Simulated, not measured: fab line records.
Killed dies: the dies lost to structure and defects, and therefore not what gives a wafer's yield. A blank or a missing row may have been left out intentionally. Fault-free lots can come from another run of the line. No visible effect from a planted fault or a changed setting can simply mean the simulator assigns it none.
fab line records + flow nand-harc
record:
- lots: 14
- wafers: 42
- last-day: 33
route steps=1302 shown A_DECK1_JOINT@528 A_ONON_D2@554 END@1302
lots that met no fault: from a run of the same line without faults
start-h: hours from the record's first day to the start of the lot's first wafer shown + wait-h: time in hours since the lot's previous step + " as in the row above + L1.1+2: a single row standing in for several wafers + - no value, or no start given + * or withheld: withheld + < > ~ a bound
route shown NAME@n: a module of which the file shows steps, and the number in the route of the first + usual: the fault-free wafers' mean and standard deviation + same: alike in all rows + chamber/n: place in a boat + sites: readings site by site + _std_site: the values' standard deviation + _edge_site: the outer-site mean with the inner-site mean subtracted + radius-mm: how far each site lies from the wafer's centre + mask NAME#n: copy n + behind: the most recent tool/chamber to have shaped the wafer + hold: what put the lot on hold/how long, in hours/how the hold closed + device: whichever transistor did not switch (one of n, p or np) + end of line: tests of these same wafers at the route's end + for a step that has no rows: nothing shown but its recipe + killed: dies that structure and defects cost at the first sort, which is not the same as the wafer's yield + map: a wafer's dies, x killed, . not, _ none there
set.NAME: the run value of the setting; set.NAME@STEP: its run value at that earlier step + model.NAME: the simulator's own value behind a step, which no gauge read
route steps across a sampled set of lots; one table per step, one row per wafer
services: a tool's chamber out of use, with start hour (start-h, from the record's first day; less than 0 if before it), hours out, and reason
== steps ==
step: NHARC_A_DECK1_JOINT_THK_MEAS_14
recipe:
- thk-meas-gauge: ellipsometry
usual:
- thk-nm: 51.5/1.4
| lot.wafer | tool          | chamber | start-h | wait-h | thk-nm |
|-----------|---------------|---------|---------|--------|--------|
| L147.1    | film-metro-01 | -       | 266.98  | 0.2    | 50.4   |
| L147.4    | "             | -       | "       | "      | 49.9   |
| L147.5    | "             | -       | "       | "      | 50.9   |
| L149.2    | film-metro-02 | -       | 280.41  | 0.2    | 51.8   |
| L149.3    | "             | -       | "       | "      | 51.6   |
| L149.5    | "             | -       | "       | "      | 51.2   |
| L150.1    | film-metro-01 | -       | 293.35  | 0.2    | 52.7   |
| L150.3    | "             | -       | "       | "      | 50.1   |
| L150.6    | "             | -       | "       | "      | 50.8   |
| L151.1    | film-metro-01 | -       | 309.04  | 0.2    | 52.6   |
| L151.4    | "             | -       | "       | "      | 52.6   |
| L151.6    | "             | -       | "       | "      | 51.2   |
| L152.2    | film-metro-02 | -       | 321.82  | 0.2    | 52.8   |
| L152.4    | "             | -       | "       | "      | 52.2   |
| L152.6    | "             | -       | "       | "      | 52.0   |
| L153.3    | film-metro-01 | -       | 339.43  | 0.2    | 52.6   |
| L153.4    | "             | -       | "       | "      | 50.5   |
| L153.6    | "             | -       | "       | "      | 51.1   |
| L156.1    | film-metro-02 | -       | 365.69  | 0.2    | 50.8   |
| L156.2    | "             | -       | "       | "      | 50.7   |
| L156.3    | "             | -       | "       | "      | 52.6   |
| L157.2    | film-metro-01 | -       | 365.69  | 0.2    | 51.9   |
| L157.3    | "             | -       | "       | "      | 50.7   |
| L157.6    | "             | -       | "       | "      | 51.1   |
| L158.3    | film-metro-02 | -       | 394.12  | 0.2    | 51.6   |
| L158.4    | "             | -       | "       | "      | 51.4   |
| L158.6    | "             | -       | "       | "      | 52.8   |
| L159.1    | film-metro-02 | -       | 400.95  | 0.2    | 53.5   |
| L159.4    | "             | -       | "       | "      | 49.7   |
| L159.5    | "             | -       | "       | "      | 51.8   |
| L165.1    | film-metro-01 | -       | 450.50  | 0.2    | 50.3   |
| L165.2    | "             | -       | "       | "      | 52.4   |
| L165.4    | "             | -       | "       | "      | 53.9   |
| L166.2    | film-metro-02 | -       | 459.99  | 0.2    | 52.8   |
| L166.3    | "             | -       | "       | "      | 50.4   |
| L166.6    | "             | -       | "       | "      | 50.5   |
| L168.2    | film-metro-01 | -       | 468.20  | 0.2    | 52.5   |
| L168.4    | "             | -       | "       | "      | 52.3   |
| L168.5    | "             | -       | "       | "      | 51.5   |
| L167.2    | film-metro-02 | -       | 468.20  | 0.2    | 52.2   |
| L167.4    | "             | -       | "       | "      | 51.1   |
| L167.5    | "             | -       | "       | "      | 52.1   |
step: NHARC_A_ONON_D2_THK_MEAS_14
recipe:
- thk-meas-gauge: ellipsometry
usual:
- thk-nm: 1001/9.6
| lot.wafer | tool          | chamber | start-h | wait-h | thk-nm |
|-----------|---------------|---------|---------|--------|--------|
| L147.1    | film-metro-01 | -       | 291.34  | -      | 1003   |
| L147.4    | "             | -       | "       | "      | 1002   |
| L147.5    | "             | -       | "       | "      | 1002   |
| L149.2    | film-metro-02 | -       | 304.69  | -      | 990    |
| L149.3    | "             | -       | "       | "      | 988    |
| L149.5    | "             | -       | "       | "      | 989    |
| L150.1    | film-metro-01 | -       | 327.59  | -      | 1011   |
| L150.3    | "             | -       | "       | "      | 1009   |
| L150.6    | "             | -       | "       | "      | 1009   |
| L151.1    | film-metro-02 | -       | 340.60  | -      | 998    |
| L151.4    | "             | -       | "       | "      | 996    |
| L151.6    | "             | -       | "       | "      | 996    |
| L152.2    | film-metro-02 | -       | 352.00  | -      | 998    |
| L152.4    | "             | -       | "       | "      | 998    |
| L152.6    | "             | -       | "       | "      | 996    |
| L153.3    | film-metro-02 | -       | 362.91  | -      | 1007   |
| L153.4    | "             | -       | "       | "      | 1006   |
| L153.6    | "             | -       | "       | "      | 1006   |
| L156.1    | film-metro-02 | -       | 391.33  | -      | 993    |
| L156.2    | "             | -       | "       | "      | 992    |
| L156.3    | "             | -       | "       | "      | 993    |
| L157.2    | film-metro-01 | -       | 391.54  | -      | 998    |
| L157.3    | "             | -       | "       | "      | 999    |
| L157.6    | "             | -       | "       | "      | 998    |
| L158.3    | film-metro-02 | -       | 421.58  | -      | 1006   |
| L158.4    | "             | -       | "       | "      | 1007   |
| L158.6    | "             | -       | "       | "      | 1005   |
| L159.1    | film-metro-01 | -       | 428.83  | -      | 978    |
| L159.4    | "             | -       | "       | "      | 977    |
| L159.5    | "             | -       | "       | "      | 978    |
| L165.1    | film-metro-02 | -       | 480.61  | -      | 1001   |
| L165.2    | "             | -       | "       | "      | 1003   |
| L165.4    | "             | -       | "       | "      | 1003   |
| L166.2    | film-metro-01 | -       | 489.74  | -      | 999    |
| L166.3    | "             | -       | "       | "      | 998    |
| L166.6    | "             | -       | "       | "      | 999    |
| L168.2    | film-metro-01 | -       | 495.82  | -      | 1005   |
| L168.4    | "             | -       | "       | "      | 1003   |
| L168.5    | "             | -       | "       | "      | 1003   |
| L167.2    | film-metro-01 | -       | 495.83  | -      | 1016   |
| L167.4    | "             | -       | "       | "      | 1016   |
| L167.5    | "             | -       | "       | "      | 1015   |
step: NHARC_A_ONON_D2_DEP_16
recipe:
- target-thk-a: 10000
- n2-flow-sccm: 2750
- n2o-flow-sccm: 2000
- nh3-flow-sccm: 500
- sih4-flow-sccm: 210
- temp-c: 400
| lot.wafer  | tool          | chamber | start-h | wait-h |
|------------|---------------|---------|---------|--------|
| L147.1+4+5 | pecvd-onon-04 | 0       | 298.19  | 0.4    |
| L149.2+3+5 | pecvd-onon-03 | 0       | 314.62  | 0.4    |
| L150.1+3+6 | pecvd-onon-04 | 0       | 334.50  | 0.4    |
| L151.1+4+6 | pecvd-onon-04 | 0       | 349.48  | 0.4    |
| L152.2+4+6 | pecvd-onon-04 | 0       | 358.92  | 0.4    |
| L153.3+4+6 | pecvd-onon-04 | 0       | 369.86  | 0.5    |
| L156.1+2+3 | pecvd-onon-04 | 0       | 398.57  | 0.4    |
| L157.2+3+6 | pecvd-onon-03 | 0       | 398.63  | 0.4    |
| L158.3+4+6 | pecvd-onon-04 | 0       | 429.49  | 0.5    |
| L159.1+4+5 | pecvd-onon-04 | 0       | 439.08  | 0.4    |
| L165.1+2+4 | pecvd-onon-01 | 0       | 487.85  | 0.4    |
| L166.2+3+6 | pecvd-onon-01 | 0       | 497.06  | 0.4    |
| L168.2+4+5 | pecvd-onon-03 | 0       | 503.75  | 0.4    |
| L167.2+4+5 | pecvd-onon-01 | 0       | 503.76  | 0.4    |
step: NHARC_A_ONON_D2_THK_MEAS_18
recipe:
- thk-meas-gauge: ellipsometry
usual:
- thk-nm: 1002/10
| lot.wafer | tool          | chamber | start-h | wait-h | thk-nm |
|-----------|---------------|---------|---------|--------|--------|
| L147.1    | film-metro-02 | -       | 298.70  | -      | 1015   |
| L147.4    | "             | -       | "       | "      | 1013   |
| L147.5    | "             | -       | "       | "      | 1015   |
| L149.2    | film-metro-02 | -       | 315.08  | -      | 994    |
| L149.3    | "             | -       | "       | "      | 994    |
| L149.5    | "             | -       | "       | "      | 995    |
| L150.1    | film-metro-02 | -       | 335.01  | -      | 1015   |
| L150.3    | "             | -       | "       | "      | 1015   |
| L150.6    | "             | -       | "       | "      | 1014   |
| L151.1    | film-metro-02 | -       | 349.99  | -      | 982    |
| L151.4    | "             | -       | "       | "      | 981    |
| L151.6    | "             | -       | "       | "      | 982    |
| L152.2    | film-metro-01 | -       | 359.37  | -      | 997    |
| L152.4    | "             | -       | "       | "      | 998    |
| L152.6    | "             | -       | "       | "      | 999    |
| L153.3    | film-metro-02 | -       | 370.26  | -      | 1004   |
| L153.4    | "             | -       | "       | "      | 1004   |
| L153.6    | "             | -       | "       | "      | 1005   |
| L156.1    | film-metro-02 | -       | 399.08  | -      | 1025   |
| L156.2    | "             | -       | "       | "      | 1024   |
| L156.3    | "             | -       | "       | "      | 1024   |
| L157.2    | film-metro-01 | -       | 399.09  | -      | 1000   |
| L157.3    | "             | -       | "       | "      | 999    |
| L157.6    | "             | -       | "       | "      | 1000   |
| L158.3    | film-metro-02 | -       | 429.89  | -      | 631    |
| L158.4    | "             | -       | "       | "      | 634    |
| L158.6    | "             | -       | "       | "      | 633    |
| L159.1    | film-metro-02 | -       | 439.59  | -      | 628    |
| L159.4    | "             | -       | "       | "      | 629    |
| L159.5    | "             | -       | "       | "      | 630    |
| L165.1    | film-metro-01 | -       | 488.36  | -      | 994    |
| L165.2    | "             | -       | "       | "      | 991    |
| L165.4    | "             | -       | "       | "      | 993    |
| L166.2    | film-metro-01 | -       | 497.52  | -      | 1002   |
| L166.3    | "             | -       | "       | "      | 1000   |
| L166.6    | "             | -       | "       | "      | 1000   |
| L167.2    | film-metro-01 | -       | 504.21  | -      | 1012   |
| L167.4    | "             | -       | "       | "      | 1013   |
| L167.5    | "             | -       | "       | "      | 1011   |
| L168.2    | film-metro-01 | -       | 504.21  | -      | 990    |
| L168.4    | "             | -       | "       | "      | 994    |
| L168.5    | "             | -       | "       | "      | 992    |
step: NHARC_END_SORT_01
recipe:
- temp-c: 25
usual:
- killed-at-array: 58/18
- killed-at-other: 1.0/1.5
- killed-at-periphery: 4/3.1
- killed-dies: 64/18
- killed-open: 3.4/1.9
- killed-short: 2.7/1.7
same:
- gross-dies: 677
| lot.wafer | tool      | chamber | start-h | wait-h | killed-at-array | killed-at-other | killed-at-periphery | killed-dies | killed-open | killed-short |
|-----------|-----------|---------|---------|--------|-----------------|-----------------|---------------------|-------------|-------------|--------------|
| L159.1    | prober-02 | 0       | 710.93  | 2.5    | 674             | 0               | 3                   | 677         | 6           | 2            |
| L159.4    | prober-02 | 0       | 713.30  | 3.4    | 672             | 0               | 5                   | 677         | 2           | 4            |
| L159.5    | prober-02 | 0       | 714.10  | 3.7    | 671             | 0               | 6                   | 677         | 1           | 4            |
| L158.3    | prober-01 | 0       | 712.50  | 3.1    | 674             | 0               | 3                   | 677         | 3           | 5            |
| L158.4    | prober-01 | 0       | 713.30  | 3.4    | 677             | 0               | 0                   | 677         | 1           | 5            |
| L158.6    | prober-01 | 0       | 714.89  | 4.0    | 673             | 0               | 4                   | 677         | 9           | 1            |
killed by level:class
L159.1 A_ONON_D2:area-dep=635 A_CHANNEL_HOLE_D1:chamber-film-flake=8 A_STAIRCASE:chamber-film-flake=8 P_CONTACT:chamber-film-flake=3 A_SLIT:chamber-film-flake=3 A_CONTACT:chamber-film-flake=3 A_M1:chamber-film-flake=3 A_CHANNEL_FILL_D1:chamber-film-flake=2
L158.3 A_ONON_D2:area-dep=602 A_SLIT:chamber-film-flake=32 A_CHANNEL_HOLE_D1:chamber-film-flake=24 A_STAIRCASE:chamber-film-flake=3 A_DECK1_JOINT:geometric-particle:short=2 A_WL_FILL:geometric-particle:short=2 A_BLC:geometric-particle:open=2 A_CHANNEL_FILL_D1:chamber-film-flake=2
L158.4 A_ONON_D2:area-dep=596 A_SLIT:chamber-film-flake=36 A_CHANNEL_HOLE_D1:chamber-film-flake=30 A_CONTACT:chamber-film-flake=3 A_STAIRCASE:chamber-film-flake=2 A_WL_FILL:chamber-film-flake=2 A_ONON_D1:geometric-particle:short=1 A_ONON_D2:geometric-particle:short=1
L159.4 A_ONON_D2:area-dep=632 A_CHANNEL_HOLE_D1:chamber-film-flake=9 A_STAIRCASE:chamber-film-flake=6 A_CONTACT:chamber-film-flake=5 A_M1:chamber-film-flake=5 P_CONTACT:chamber-film-flake=4 A_SLIT:chamber-film-flake=4 A_CHANNEL_FILL_D1:geometric-particle:short=2
L159.5 A_ONON_D2:area-dep=625 A_SLIT:chamber-film-flake=11 A_CHANNEL_HOLE_D1:chamber-film-flake=10 A_CONTACT:chamber-film-flake=8 A_STAIRCASE:chamber-film-flake=7 A_CHANNEL_FILL_D1:chamber-film-flake=3 A_ONON_D1:geometric-particle:short=2 A_DECK1_JOINT:geometric-particle:short=2
L158.6 A_ONON_D2:area-dep=589 A_CHANNEL_HOLE_D1:chamber-film-flake=36 A_SLIT:chamber-film-flake=36 P_GATE:chamber-film-flake=2 P_GATE:geometric-particle:open=1 A_ONON_D1:geometric-particle:short=1 A_CHANNEL_HOLE_D1:geometric-particle:open=1 A_ONON_D2:geometric-particle:open=1
== services ==
| tool          | chamber | start-h | hours | kind   |
|---------------|---------|---------|-------|--------|
| pecvd-onon-04 | -       | 311.15  | 13.0  | pm     |
| pecvd-onon-03 | -       | 365.51  | 4.5   | repair |
| pecvd-onon-03 | -       | 408.00  | 13.0  | pm     |
| pecvd-onon-01 | -       | 450.11  | 13.0  | pm     |
| pecvd-onon-01 | -       | 483.62  | 1.5   | repair |
| pecvd-onon-04 | -       | 492.15  | 13.0  | pm     |
== key ==
first-sign:
- step: NHARC_A_ONON_D2_THK_MEAS_18
- reading: thk-nm
- direction: down
- sigmas: 36
- usual: 1002
- struck: 631
effect:
- step: NHARC_END_SORT_01
- reading: killed-at-array
- direction: up
- sigmas: 35
- usual: 58
- struck: 674
more-kills-born-at:
- NHARC_A_ONON_D2_DEP_16@pecvd-onon-04: 3679
met-at NHARC_A_ONON_D2_DEP_16
struck-lots L158,L159
struck-wafers L158.3,L158.4,L158.6,L159.1,L159.4,L159.5
later-rows-left-out L158.3,L158.4,L158.6,L159.1,L159.4,L159.5
tester-left-out L158,L159
not-acting-at NHARC_A_DECK1_JOINT_THK_MEAS_14,NHARC_A_ONON_D2_THK_MEAS_14
onset-between 398.57 429.49
fault:
- kind: process-parameter-drift
- tool: pecvd-onon-04
- chamber: 0
- onset-h: 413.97
- steps: NHARC_A_ONON_D2_DEP_16
- channel: target-thk-a
- offset: *
- shape: step
- end-h: 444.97
- acts-in: *
- stated: *
tester-left-out: of these lots the tester's yield and bins aren't shown, on N5 and GAA mostly nor the transistor test; their killed dies are dies lost to structure and defects alone, not to doping, threshold or leakage, so they don't give the yield
later-rows-left-out: the simulator's readings of these wafers behind a module that went badly wrong aren't trusted and aren't shown, but for the sort
